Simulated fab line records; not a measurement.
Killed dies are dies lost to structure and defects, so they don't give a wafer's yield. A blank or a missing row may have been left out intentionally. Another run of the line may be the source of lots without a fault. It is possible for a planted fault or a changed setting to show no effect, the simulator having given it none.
fab line records | flow n5Finfet
record lots=5 | wafers=15 | lastDay=17
route steps=1938 shown SD_EPI_N@275 SD_EPI_P@295 BEOL_M4@1111 PASSIVATION@1936
lots that met no fault: taken from a fault-free run of the same line
startH: hours from the record's opening day to when the first of the lot's shown wafers began | waitH: time in hours since the lot's previous step | " identical to the entry in the row above | L1.1+2: one row covering several wafers at once | - value missing, or start not given | * or withheld: withheld | < > ~ a bound
route shown NAME@n: names a module that has steps shown in the file, with the first one's number in the route | usual: mean/standard deviation taken from wafers without a fault | same: alike in all rows | chamber/n: place in a boat | sites: each site's reading | _std_site: standard deviation across them | _edge_site: mean of outer sites minus mean of inner sites | radiusMm: for every site, how far away it sits from the centre of the wafer | mask NAME#n: copy n | behind: the last tool/chamber to shape the wafer | hold: cause of the lot's hold/its duration in hours/its outcome | device: the n, p or np transistor that did not switch | end of line: the route-end tests of the same wafers | a step with no rows: only its recipe | killed: dies that structure and defects cost at the first sort, which is not the same as the wafer's yield | map: dies across one wafer; x = killed, . = not, _ = none there
set.NAME: the setting that was run; set.NAME@STEP: the one run at that earlier step | model.NAME: the simulator's own value behind a step, which no gauge read
a table for each step, a row for each wafer; lots at some steps of the route
services: when a tool's chamber went out of use (startH, in hours from the record's first day, below 0 if earlier), for how many hours, and the reason
## steps
# step N5_SD_EPI_N_ETCH_35
# recipe chemistry=N2/H2 | target=SOC | overetchA=1080 | maskMaterial=SiARC | tempC=40 | ionEnergyEv=100 | sourceW=3000 | biasW=133 | pressureMtorr=20 | timeS=486 | n2FlowSccm=200 | h2FlowSccm=200
# step N5_SD_EPI_N_STRIP_36
# recipe chemistry=N2/H2 | tempC=40 | n2FlowSccm=200 | h2FlowSccm=200 | rfFrequencyHz=6e+07
# step N5_SD_EPI_N_ETCHBACK_44
# recipe chemistry=CH3F/O2 | mode=anisotropicEtchback | target=SiNx | targetDepthA=145 | stopOn=SiO2 | overEtchFrac=0.3 | ionEnergyEv=120 | pressureMtorr=30 | sourceW=395 | biasW=73 | Ar_flow_sccm=150 | CH3F_flow_sccm=30 | O2_flow_sccm=20
# step N5_SD_EPI_N_ETCH_45
# recipe chemistry=CH3F/O2 | target=SiOCN | targetDepthA=60 | maskMaterial=SOC | ionEnergyEv=60 | biasW=29 | pressureMtorr=15 | sourceW=410 | Ar_flow_sccm=150 | CH3F_flow_sccm=30 | O2_flow_sccm=20
# step N5_SD_EPI_N_ETCH_16
# recipe chemistry=CHF3/O2 | target=SiO2 | targetDepthA=50 | maskMaterial=SOC | pressureMtorr=30 | sourceW=650 | biasW=170 | Ar_flow_sccm=200 | CHF3_flow_sccm=50 | O2_flow_sccm=5 | ionEnergyEv=200
# step N5_SD_EPI_N_STRIP_47
# recipe chemistry=CHF3/O2 | resist=SiARC | rfFrequencyHz=6e+07
# step N5_SD_EPI_N_SD_RECESS_17
# recipe chemistry=HBr/Cl2/O2 | targetDepthA=410 | maskMaterial=SOC | timeS=23.7 | btTimeS=3 | pressureMtorr=10 | icpW=800 | biasW=112 | HBr_flow_sccm=150 | Cl2_flow_sccm=80 | O2_flow_sccm=12
# step N5_SD_EPI_N_STRIP_38
# recipe chemistry=N2/H2 | powerW=1000 | tempC=250 | h2Frac=0.65 | overashFraction=0.3 | pressureMtorr=withheld | n2FlowSccm=1750 | h2FlowSccm=3250
# step N5_SD_EPI_N_WET_ETCH_43
# recipe chemistry=dHF | dilution=withheld | timeS=14 | target=SiO2 | targetDepthA=15 | tempC=25
# step N5_SD_EPI_N_STRIP_18
# recipe chemistry=SPM | timeS=750 | tempC=130 | h2so4H2o2VolRatio=4
# step N5_SD_EPI_N_SRD_20
# recipe dry=ipaMarangoni | doPpb=5 | timeS=30 | tempC=23 | rinseLiquid=diw
# step N5_SD_EPI_N_PRECLEAN_48
# recipe chemistry=NF3:NH3 | afsCycles=2 | tempC=30 | timeS=20 | sublimationTempC=180 | sublimationTimeS=60 | pressureTorr=3 | rfPowerW=30
# step N5_SD_EPI_N_VAPOR_ETCH_50
# recipe chemistry=HCl | target=Si | tempC=775 | timeS=54 | pressureTorr=20 | mode=isotropic
# usual susceptorTempC=775.00/0.3 | throttleValvePct=11.5/0.4
lot.wafer | tool        | chamber | startH | waitH | susceptorTempC | throttleValvePct
L879.1    | epiRpcvd-02 | 0       | 92.88  | 0.3   | 774.64         | 11.0
L879.2    | "           | 0       | "      | "     | 775.18         | 10.8
L879.4    | "           | 0       | "      | "     | 774.92         | 11.1
L887.3    | epiRpcvd-02 | 0       | 144.01 | 0.2   | 784.03         | 11.0
L887.4    | "           | 0       | "      | "     | 784.44         | 10.9
L887.5    | "           | 0       | "      | "     | 784.43         | 11.0
L888.2    | epiRpcvd-02 | 0       | 150.18 | 0.3   | 784.39         | 11.0
L888.4    | "           | 0       | "      | "     | 784.34         | 11.1
L888.5    | "           | 0       | "      | "     | 783.84         | 11.1
L890.1    | epiRpcvd-02 | 0       | 160.15 | 0.4   | 784.02         | 11.1
L890.3    | "           | 0       | "      | "     | 784.32         | 11.3
L890.6    | "           | 0       | "      | "     | 784.28         | 10.9
L893.1    | epiRpcvd-04 | 0       | 175.77 | 0.3   | 775.22         | 11.4
L893.2    | "           | 0       | "      | "     | 774.76         | 11.4
L893.4    | "           | 0       | "      | "     | 775.26         | 11.8
# step N5_SD_EPI_N_EPI_21
# recipe material=Si:P | dopant=P | tempC=680 | pressureTorr=255 | timeS=690
# step N5_SD_EPI_N_PRECLEAN_24
# recipe chemistry=O3/DIW | timeS=60 | tempC=22 | o3Ppm=10
# step N5_SD_EPI_N_SRD_25
# recipe timeS=30 | tempC=23 | rinseLiquid=diw | dry=ipaMarangoni
# step N5_SD_EPI_N_PRECLEAN_49
# recipe chemistry=NF3:NH3 | afsCycles=1 | tempC=30 | timeS=20 | sublimationTempC=180 | sublimationTimeS=60 | pressureTorr=3 | rfPowerW=30
# step N5_SD_EPI_N_LINER_46
# recipe material=SiNx | targetThkA=30 | tempC=400 | aldPrecursorFamily=SiH2I2 | aldCoReactant=N2/H2-plasma | pressureTorr=2
# step N5_SD_EPI_P_COAT_34
# recipe resist=SOC | tempC=250 | timeS=60 | spinRpm=1500 | resistThkNm=350
# step N5_SD_EPI_P_COAT_35
# recipe resist=SiARC | tempC=220 | timeS=60 | spinRpm=1500 | resistThkNm=35
# step N5_SD_EPI_P_COAT_03
# recipe resist=CAR-ArF-block | spinRpm=1500 | resistThkNm=150
# step N5_SD_EPI_P_EBR_05
# recipe solvent=PGMEA | ebrWidthMm=1.5
# step N5_SD_EPI_P_SOFTBAKE_04
# recipe tempC=110 | timeS=60 | resist=CAR-ArF-block
# step N5_SD_EPI_P_EXPOSE_06
# recipe maskId=SD_P_BLK | na=1.35 | sourceShape=conventional | sigmaOuter=0.8 | polarization=unpolarized | targetCdNm=240 | doseMj=39.5
# step N5_SD_EPI_P_PEB_07
# recipe pebTempC=110 | pebTimeS=60 | resist=CAR-ArF-block
# step N5_SD_EPI_P_DEVELOP_08
# recipe developTimeS=30 | developer=TMAH | resist=CAR-ArF-block | devTempC=23 | rinseLiquid=diw | dry=airSpin
# step N5_SD_EPI_P_DESCUM_14
# recipe chemistry=O2 | timeS=7.9 | sourcePowerW=50 | biasPowerW=20 | pressureMtorr=20 | rfFrequencyHz=2.712e+07 | tempC=40 | resist=CAR-ArF-block | o2FlowSccm=225
# step N5_SD_EPI_P_ETCH_36
# recipe chemistry=CF4 | target=SiARC | targetDepthA=455 | maskMaterial=CAR-ArF-block | timeS=75.8 | ionEnergyEv=80 | pressureMtorr=40 | sourceW=545 | biasW=36 | Ar_flow_sccm=100 | cf4FlowSccm=100 | ends=cleared
# step N5_SD_EPI_P_ETCH_37
# recipe chemistry=N2/H2 | target=SOC | overetchA=1080 | maskMaterial=SiARC | tempC=40 | ionEnergyEv=100 | sourceW=3000 | biasW=133 | pressureMtorr=20 | timeS=486 | n2FlowSccm=200 | h2FlowSccm=200 | ends=endPoint
# step N5_SD_EPI_P_STRIP_38
# recipe chemistry=N2/H2 | tempC=40 | n2FlowSccm=200 | h2FlowSccm=200 | rfFrequencyHz=6e+07
# step N5_SD_EPI_P_ETCHBACK_46
# recipe chemistry=CH3F/O2 | mode=anisotropicEtchback | target=SiNx | targetDepthA=175 | stopOn=SiO2 | overEtchFrac=0.3 | ionEnergyEv=120 | pressureMtorr=30 | sourceW=395 | biasW=73 | Ar_flow_sccm=150 | CH3F_flow_sccm=30 | O2_flow_sccm=20
# step N5_SD_EPI_P_ETCH_47
# recipe chemistry=CH3F/O2 | target=SiOCN | targetDepthA=250 | maskMaterial=SOC | ionEnergyEv=60 | biasW=29 | pressureMtorr=30 | sourceW=410 | Ar_flow_sccm=150 | CH3F_flow_sccm=30 | O2_flow_sccm=20
# step N5_SD_EPI_P_ETCH_16
# recipe chemistry=CHF3/O2 | target=SiO2 | targetDepthA=50 | maskMaterial=SOC | pressureMtorr=30 | sourceW=650 | biasW=170 | Ar_flow_sccm=200 | CHF3_flow_sccm=50 | O2_flow_sccm=5 | ionEnergyEv=200
# step N5_SD_EPI_P_STRIP_50
# recipe chemistry=CHF3/O2 | resist=SiARC | rfFrequencyHz=6e+07
# step N5_SD_EPI_P_SD_RECESS_17
# recipe chemistry=HBr/Cl2/O2 | targetDepthA=391 | btTimeS=3 | pressureMtorr=10 | icpW=800 | biasW=112 | HBr_flow_sccm=150 | Cl2_flow_sccm=80 | O2_flow_sccm=12
# step N5_SD_EPI_P_WET_ETCH_45
# recipe chemistry=dHF | dilution=withheld | timeS=10.7 | target=SiO2 | targetDepthA=20 | tempC=25 | dry=ipaMarangoni | rinseTimeS=30 | rinseTempC=23
# step N5_SD_EPI_P_STRIP_40
# recipe chemistry=N2/H2 | powerW=1000 | tempC=250 | h2Frac=0.65 | overashFraction=0.3 | pressureMtorr=withheld | n2FlowSccm=1750 | h2FlowSccm=3250
# step N5_BEOL_M4_RC_MEAS_101
# usual DIBL_N=36.8/2.1 | DIBL_P=37.1/2.2 | IOFF_N=0.18/0.037 | IOFF_P=0.23/0.041 | ION_N=682/13 | ION_P=467/8.6 | REXT_N=75.4/1.7 | SS_N=71.7/0.61 | SS_P=73.5/0.6 | VT_N=248/3.4 | VT_P=-249/3.5
lot.wafer | tool      | chamber | startH | waitH | DIBL_N[mV/V] | DIBL_P[mV/V] | IOFF_N[nA/um] | IOFF_P[nA/um] | ION_N[uA/um] | ION_P[uA/um] | REXT_N[ohm.um] | SS_N[mV/dec] | SS_P[mV/dec] | VT_N[mV] | VT_P[mV]
L879.1    | prober-02 | 0       | 208.01 | 0.0   | 37.1         | 37.8         | 0.20          | 0.30          | 682          | 474          | 75.9           | 72.2         | 74.0         | 243      | -242
L879.2    | "         | 0       | "      | "     | 39.0         | 39.0         | 0.25          | 0.33          | 680          | 473          | 75.8           | 73.2         | 74.5         | 240      | -242
L879.4    | "         | 0       | "      | "     | 38.4         | 38.8         | 0.25          | 0.34          | 701          | 479          | 74.9           | 72.3         | 74.2         | 242      | -241
L887.3    | prober-02 | 0       | 261.34 | 0.3   | 42.8         | 38.3         | 0.31          | 0.22          | 701          | 460          | 69.3           | 74.2         | 73.9         | 241      | -250
L887.4    | "         | 0       | "      | "     | 40.0         | 36.7         | 0.24          | 0.20          | 707          | 464          | 69.0           | 72.2         | 72.6         | 242      | -250
L887.5    | "         | 0       | "      | "     | 43.2         | 39.1         | 0.33          | 0.23          | 709          | 460          | 68.5           | 73.6         | 74.1         | 237      | -250
L888.2    | prober-01 | 0       | 263.16 | 0.2   | 42.0         | 37.6         | 0.27          | 0.22          | 710          | 461          | 68.8           | 72.7         | 73.8         | 242      | -249
L888.4    | "         | 0       | "      | "     | 40.5         | 36.5         | 0.24          | 0.21          | 718          | 474          | 68.9           | 72.2         | 72.7         | 244      | -250
L888.5    | "         | 0       | "      | "     | 43.2         | 38.6         | 0.32          | 0.25          | 721          | 471          | 68.8           | 72.6         | 73.8         | 242      | -247
L890.1    | prober-02 | 0       | 272.56 | 0.0   | 39.5         | 34.5         | 0.20          | 0.18          | 700          | 460          | 71.6           | 73.1         | 72.7         | 244      | -252
L890.3    | "         | 0       | "      | "     | 38.5         | 33.3         | 0.19          | 0.17          | 706          | 463          | 71.3           | 72.4         | 73.3         | 245      | -254
L890.6    | "         | 0       | "      | "     | 39.1         | 33.5         | 0.21          | 0.18          | 715          | 469          | 70.5           | 72.0         | 72.6         | 244      | -250
L893.1    | prober-01 | 0       | 302.47 | 0.0   | 35.6         | 38.4         | 0.16          | 0.25          | 682          | 473          | 76.3           | 71.1         | 72.8         | 251      | -244
L893.2    | "         | 0       | "      | "     | 36.1         | 37.9         | 0.17          | 0.25          | 683          | 472          | 75.4           | 71.7         | 73.4         | 249      | -245
L893.4    | "         | 0       | "      | "     | 36.7         | 38.8         | 0.18          | 0.26          | 686          | 473          | 75.5           | 71.6         | 73.9         | 246      | -245
# step N5_PASSIVATION_PROBE_49
# usual defectLimitedYield=91.0/1.4 | killed_at_M0_to_M3=35/10 | killed_at_M4_up=13/6 | killedAtContacts=13/6.4 | killedAtFrontEnd=42/12 | killedAtOther=3.2/2.4 | killedDies=107/17 | killedOpen=69/13 | killedShort=33/7.3 | sort_bin_4_leakage=0.00/0.022 | sort_bin_5_function=5.3/0.92 | sort_bin_6_memory=3.3/0.66 | sortNPass=1073/17 | sortYieldPct=90.9/1.4
# same grossDies=1180 | killedAtBackSide=0 | sort_bin_8_speed[%]=0
lot.wafer | tool      | chamber | startH | waitH | defectLimitedYield[%] | killed_at_M0_to_M3 | killed_at_M4_up | killedAtContacts | killedAtFrontEnd | killedAtOther | killedDies | killedOpen | killedShort | sort_bin_4_leakage[%] | sort_bin_5_function[%] | sort_bin_6_memory[%] | sortNPass | sortYieldPct[%]
L879.1    | prober-02 | -       | 317.68 | 0.0   | 91.4                  | 40                 | 17              | 9                | 35               | 1             | 102        | 71         | 27          | 0                     | 5.1                    | 3.5                  | 1078      | 91.4
L879.2    | prober-02 | -       | 317.73 | 0.1   | 89.1                  | 48                 | 18              | 20               | 39               | 4             | 129        | 87         | 31          | 0                     | 6.4                    | 3.9                  | 1051      | 89.1
L879.4    | prober-02 | -       | 317.83 | 0.2   | 91.4                  | 35                 | 16              | 6                | 43               | 2             | 102        | 64         | 35          | 0                     | 4.5                    | 3.9                  | 1078      | 91.4
L887.3    | prober-01 | -       | 367.09 | 0.1   | 90.8                  | 24                 | 15              | 15               | 52               | 2             | 108        | 62         | 39          | 0.17                  | 4.7                    | 4.0                  | 1070      | 90.7
L887.4    | prober-01 | -       | 367.14 | 0.2   | 91.8                  | 23                 | 18              | 5                | 51               | 0             | 97         | 68         | 25          | 0                     | 5.1                    | 2.9                  | 1083      | 91.8
L887.5    | prober-01 | -       | 367.19 | 0.2   | 89.6                  | 33                 | 19              | 11               | 60               | 0             | 123        | 95         | 28          | 1.78                  | 6.6                    | 3.6                  | 1036      | 87.8
L888.2    | prober-01 | -       | 369.01 | 0.1   | 90.3                  | 37                 | 17              | 21               | 28               | 11            | 114        | 83         | 27          | 0                     | 5.1                    | 4.2                  | 1066      | 90.3
L888.4    | prober-01 | -       | 369.11 | 0.2   | 89.8                  | 51                 | 10              | 13               | 45               | 1             | 120        | 78         | 32          | 0                     | 6.0                    | 3.6                  | 1060      | 89.8
L888.5    | prober-01 | -       | 369.16 | 0.2   | 91.2                  | 42                 | 11              | 22               | 27               | 2             | 104        | 61         | 34          | 1.02                  | 5.0                    | 3.2                  | 1064      | 90.2
L890.1    | prober-02 | -       | 378.91 | 0.0   | 90.8                  | 51                 | 17              | 6                | 25               | 9             | 108        | 75         | 32          | 0                     | 5.9                    | 3.1                  | 1072      | 90.8
L890.3    | prober-02 | -       | 379.01 | 0.1   | 91.6                  | 40                 | 9               | 21               | 28               | 1             | 99         | 63         | 35          | 0                     | 5.8                    | 2.4                  | 1081      | 91.6
L890.6    | prober-02 | -       | 379.16 | 0.3   | 92.4                  | 39                 | 6               | 11               | 32               | 2             | 90         | 55         | 32          | 0                     | 4.4                    | 2.9                  | 1090      | 92.4
L893.1    | prober-01 | -       | 404.93 | 0.0   | 91.4                  | 41                 | 17              | 12               | 30               | 2             | 102        | 65         | 34          | 0                     | 5.1                    | 3.2                  | 1078      | 91.4
L893.2    | prober-01 | -       | 404.98 | 0.1   | 92.1                  | 26                 | 17              | 13               | 37               | 0             | 93         | 67         | 26          | 0                     | 3.7                    | 3.8                  | 1087      | 92.1
L893.4    | prober-01 | -       | 405.08 | 0.2   | 90.2                  | 44                 | 10              | 14               | 48               | 0             | 116        | 79         | 33          | 0                     | 5.7                    | 3.6                  | 1064      | 90.2
# killed by level:class
L879.1 BEOL_M1:geometricParticle:open=11 BEOL_M0_SAQP:geometricParticle:open=10 FIN_SAQP:geometricParticle:open=8 MOL_CONTACT_COAG:geometricParticle:open=8 BEOL_M3:geometricParticle:open=6 DUMMY_GATE:geometricParticle:short=5 BEOL_M4:geometricParticle:open=5 STI_FIN_REVEAL:geometricParticle:open=4
L879.2 MOL_CONTACT_COAG:geometricParticle:open=15 BEOL_M0_SAQP:geometricParticle:open=12 STI_FIN_REVEAL:geometricParticle:open=10 BEOL_M0_SAQP:geometricParticle:short=10 BEOL_M1:geometricParticle:open=10 BEOL_M4:geometricParticle:open=8 FIN_SAQP:geometricParticle:open=7 HKMG_FIN:areaEtch=6
L879.4 STI_FIN_REVEAL:geometricParticle:open=12 BEOL_M1:geometricParticle:open=9 BEOL_M0_SAQP:geometricParticle:short=7 FIN_SAQP:geometricParticle:open=6 DUMMY_GATE:geometricParticle:open=6 BEOL_M2:geometricParticle:open=5 MOL_CONTACT_COAG:geometricParticle:open=4 BEOL_M2:geometricParticle:short=4
L887.3 STI_FIN_REVEAL:geometricParticle:open=13 MOL_CONTACT_COAG:geometricParticle:open=11 FIN_SAQP:geometricParticle:short=9 BEOL_M4:geometricParticle:open=9 FIN_SAQP:geometricParticle:open=8 BEOL_M0_SAQP:geometricParticle:short=7 GATE_CUT:geometricParticle:short=6 BEOL_M0_SAQP:geometricParticle:open=5
L887.4 STI_FIN_REVEAL:geometricParticle:open=16 BEOL_M4:geometricParticle:open=11 BEOL_M3:geometricParticle:open=9 FIN_SAQP:geometricParticle:open=7 GATE_CUT:geometricParticle:short=7 STARTING-WAFER:geometricParticle:open=4 ILD0:geometricParticle:open=4 BEOL_M0_SAQP:geometricParticle:open=4
L887.5 FIN_SAQP:geometricParticle:open=19 STI_FIN_REVEAL:geometricParticle:open=17 BEOL_M4:geometricParticle:open=13 MOL_CONTACT_COAG:geometricParticle:open=8 BEOL_M2:geometricParticle:open=8 BEOL_M3:geometricParticle:open=7 FIN_SAQP:geometricParticle:short=6 BEOL_M0:geometricParticle:open=5
L888.2 MOL_CONTACT_COAG:geometricParticle:open=17 BEOL_M2:geometricParticle:open=14 BEOL_M3:geometricParticle:open=12 BEOL_M5:geometricParticle:open=6 FIN_SAQP:geometricParticle:open=4 DUMMY_GATE:geometricParticle:open=4 MIM_TOP:geometricParticle:open=4 FIN_SAQP:geometricParticle:short=3
L888.4 BEOL_M2:geometricParticle:open=17 STI_FIN_REVEAL:geometricParticle:open=13 BEOL_M0_SAQP:geometricParticle:open=8 GATE_CUT:geometricParticle:short=7 BEOL_M0_SAQP:geometricParticle:short=7 MOL_CONTACT_COAG:geometricParticle:open=6 BEOL_M1:geometricParticle:open=6 BEOL_M3:geometricParticle:open=6
L888.5 MOL_CONTACT_COAG:geometricParticle:open=13 BEOL_M0_SAQP:geometricParticle:open=13 BEOL_M2:geometricParticle:open=12 BEOL_M0_SAQP:geometricParticle:short=9 MOL_CONTACT_COAG:geometricParticle:short=7 HKMG_FIN:areaEtch=6 GATE_CUT:geometricParticle:short=5 FIN_SAQP:geometricParticle:short=3
L890.1 BEOL_M3:geometricParticle:open=13 BEOL_M0_SAQP:geometricParticle:short=11 BEOL_M2:geometricParticle:open=8 BEOL_M4:geometricParticle:open=8 BEOL_M0_SAQP:geometricParticle:open=7 STI_FIN_REVEAL:geometricParticle:open=6 FIN_SAQP:geometricParticle:open=5 MOL_CONTACT_COAG:geometricParticle:open=5
L890.3 MOL_CONTACT_COAG:geometricParticle:open=17 BEOL_M0_SAQP:geometricParticle:short=14 STI_FIN_REVEAL:geometricParticle:open=9 BEOL_M3:geometricParticle:open=9 BEOL_M1:geometricParticle:short=6 STARTING-WAFER:geometricParticle:open=6 DUMMY_GATE:geometricParticle:open=4 BEOL_M0_SAQP:geometricParticle:open=4
L890.6 BEOL_M0_SAQP:geometricParticle:short=14 MOL_CONTACT_COAG:geometricParticle:open=11 BEOL_M0_SAQP:geometricParticle:open=10 FIN_SAQP:geometricParticle:open=6 BEOL_M2:geometricParticle:open=5 FIN_SAQP:geometricParticle:short=4 BEOL_M1:geometricParticle:open=4 GATE_CUT:geometricParticle:short=3
L893.1 BEOL_M0_SAQP:geometricParticle:open=19 BEOL_M0_SAQP:geometricParticle:short=11 DUMMY_GATE:geometricParticle:open=10 MOL_CONTACT_COAG:geometricParticle:open=9 FIN_SAQP:geometricParticle:short=5 BEOL_M4:geometricParticle:open=5 STARTING-WAFER:geometricParticle:short=4 FIN_SAQP:geometricParticle:open=3
L893.2 MOL_CONTACT_COAG:geometricParticle:open=9 BEOL_M0_SAQP:geometricParticle:open=8 BEOL_M3:geometricParticle:open=8 FIN_SAQP:geometricParticle:open=7 STI_FIN_REVEAL:geometricParticle:open=7 BEOL_M4:geometricParticle:open=7 FIN_SAQP:geometricParticle:short=5 BEOL_M0_SAQP:geometricParticle:short=5
L893.4 FIN_SAQP:geometricParticle:open=22 BEOL_M0_SAQP:geometricParticle:open=18 BEOL_M0_SAQP:geometricParticle:short=14 MOL_CONTACT_COAG:geometricParticle:open=11 DUMMY_GATE:geometricParticle:open=8 FIN_SAQP:geometricParticle:short=6 BEOL_M4:geometricParticle:open=4 MOL_CONTACT_COAG:geometricParticle:short=3
# map L887.5 (x killed, . not)
_________________............________________
______________................x._____________
___________..........x.x...x...x...__________
__________.....x......x.......x....._________
________.......x....x..x.....x..xx...._______
_______.x..x..........................x______
______.x.......x...................x...._____
_____..............x........x.....x......____
____.x...............xx.........x.........___
___.........xx..x..........................__
___........x...x.........x.................__
__..............x...................x....x.._
__......................x...........x......._
_x..........x............x.....x.xxx.........
_..x............x............x.x...x.........
_....x.x....xx........x.....x......x.x.......
_................x.................x.........
_....x...........x....x......................
_...................x.....x...x..x.x.........
_.............x...........x.......xx.x..xx.x.
_.........................................x.x
__.................................x........_
__x....x............x.........x...x.....x.x._
___..............x.....x.x.............x...__
___...........x...x........................__
____.x.x..........x............x..........___
_____..x.......xx...........x......x..x..____
______.....x......................x....._____
_______...............x...x..........x.______
________......x...x......x............_______
__________..x.......xx.............._________
___________.x......x.x...x.x.....x.__________
______________........x..x.....x_____________
_________________.........x..________________
# map L888.4 (x killed, . not)
_________________...x....x...________________
______________.x................_____________
___________.xx..............x......__________
__________................xx........_________
________....................x...x....._______
_______.....x...............x..........______
______...x....................x........._____
_____...x..........x....x...............x____
____...........................x.....x....___
___.x.x.x...........................xx.....__
___..xx....................................__
__.x....................x.x...x...x...x.x..._
__.........x.......x.........x.............._
_x.....................x..........x....x..x..
_........x..........x...........x....x..x....
_..............x...x............x.x..x....x..
_........................x..x.......x........
_........x................x..................
_.......x....................xxx............x
_x........x...x.....x..........x....x...x....
_...x...x........x..x.....x..................
__........x..............................x.._
__............x....x.x......................_
___.......................x................__
___..x..............x..................x...__
____.x....x...x..............x.....x..x...___
_____x........x...x..x.xx..x...........x.____
______x.....xx.............x....x......._____
_______.......x.xx...................x.______
________x.......................x....._______
__________x.....x...x..x...xx......._________
___________.x...x................x.__________
______________..x.......x......._____________
_________________............________________
## services
tool        | chamber | startH | hours | kind
epiRpcvd-02 | -       | 152.20 | 6.0   | pm
epiRpcvd-04 | -       | 165.66 | 1.4   | repair
## key
firstSign step=N5_SD_EPI_N_VAPOR_ETCH_50 | reading=susceptorTempC | direction=up | sigmas=31 | usual=* | struck=*
effect step=N5_BEOL_M4_RC_MEAS_101 | reading=REXT_N | direction=down | sigmas=3.5 | usual=75.4 | struck=69.7
effect step=N5_BEOL_M4_RC_MEAS_101 | reading=IOFF_N | direction=up | sigmas=2.2 | usual=0.18 | struck=0.26 | wafersMoved=8
effect step=N5_BEOL_M4_RC_MEAS_101 | reading=ION_N | direction=up | sigmas=2.1 | usual=682 | struck=710
effect step=N5_BEOL_M4_RC_MEAS_101 | reading=DIBL_N | direction=up | sigmas=2 | usual=36.8 | struck=41.0
effect step=N5_BEOL_M4_RC_MEAS_101 | reading=SS_N | direction=up | sigmas=1.7 | usual=71.7 | struck=72.8 | wafersMoved=4
effect step=N5_BEOL_M4_RC_MEAS_101 | reading=VT_N | direction=down | sigmas=1.7 | usual=248 | struck=242
effect step=N5_PASSIVATION_PROBE_49 | reading=sort_bin_4_leakage | direction=up | sigmas=3.8 | usual=0.00 | struck=0.33 | wafersMoved=3
metAt N5_SD_EPI_N_VAPOR_ETCH_50
struckWafers L887.3,L887.4,L887.5,L888.2,L888.4,L888.5,L890.1,L890.3,L890.6
onsetBetween 92.88 144.01
fault kind=processParameterDrift | tool=epiRpcvd-02 | chamber=- | onsetH=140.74 | steps=N5_SD_EPI_N_VAPOR_ETCH_50 | channel=tempC | offset=* | shape=step | endH=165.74 | actsIn=* | stated=*
